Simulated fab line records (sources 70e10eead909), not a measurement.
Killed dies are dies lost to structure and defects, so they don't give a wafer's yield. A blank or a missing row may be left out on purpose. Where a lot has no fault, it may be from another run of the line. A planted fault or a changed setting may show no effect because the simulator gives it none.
Which of the tools did it?	flow nand-harc	route of 1159 steps, sampled at 1 step: 12 lots, 36 wafers

== WHAT EACH GAUGE READ, for each wafer ==
NHARC_P_CONTACT_OVL_MEAS_13.
lot	measured	on	overlay-x-nm (nm)
L076	day 6 04:48	overlay-01	0.9 1.2 1.4
L078	day 6 14:12	overlay-01	-0.9 -1.5 -0.7
L080	day 6 21:06	overlay-01	0.5 -0.4 0.1
L081	day 7 08:16	overlay-02	0.0 0.4 0.1
L082	day 7 19:39	overlay-02	-1.3 -1.6 -1.6
L087	day 8 20:08	overlay-01	-0.1 0.0 0.4
L086	day 8 21:38	overlay-01	0.1 0.4 -0.5
L088	day 9 06:22	overlay-01	-0.2 0.2 -0.1
L090	day 9 16:28	overlay-01	0.3 -0.3 -0.3
L092	day 10 03:22	overlay-02	0.2 -0.1 0.4
L095	day 10 20:32	overlay-01	1.3 1.3 1.4
L097	day 11 13:37	overlay-02	-0.8 -0.8 -0.8

== EACH LOT AND THE TOOL THAT RAN IT (in order: tool; ch and the chambers of the sampled wafers; start) ==
The record holds no process step before these readings.

== THE ANSWER, worked out from the rows above alone ==
Rule: what is usual is taken from the lots themselves. Put in order of their means at a reading, lots are off if they are a third of the lots or fewer, leave a main group of 4 or more, and stand apart from it by a gap of 3 or more times the standard deviation of the main group's means; of several such gaps the widest counts. If all means in a main group match to the digits the tables above print for the reading, that group is not used. Also off: a lot with no number at a reading for which 4 or more lots have one. The other lots that the step has rows for count as sound.
None of the lots is off at any reading shown; this tells nothing.

== WHAT THE SIMULATOR HAD PUT IN ==
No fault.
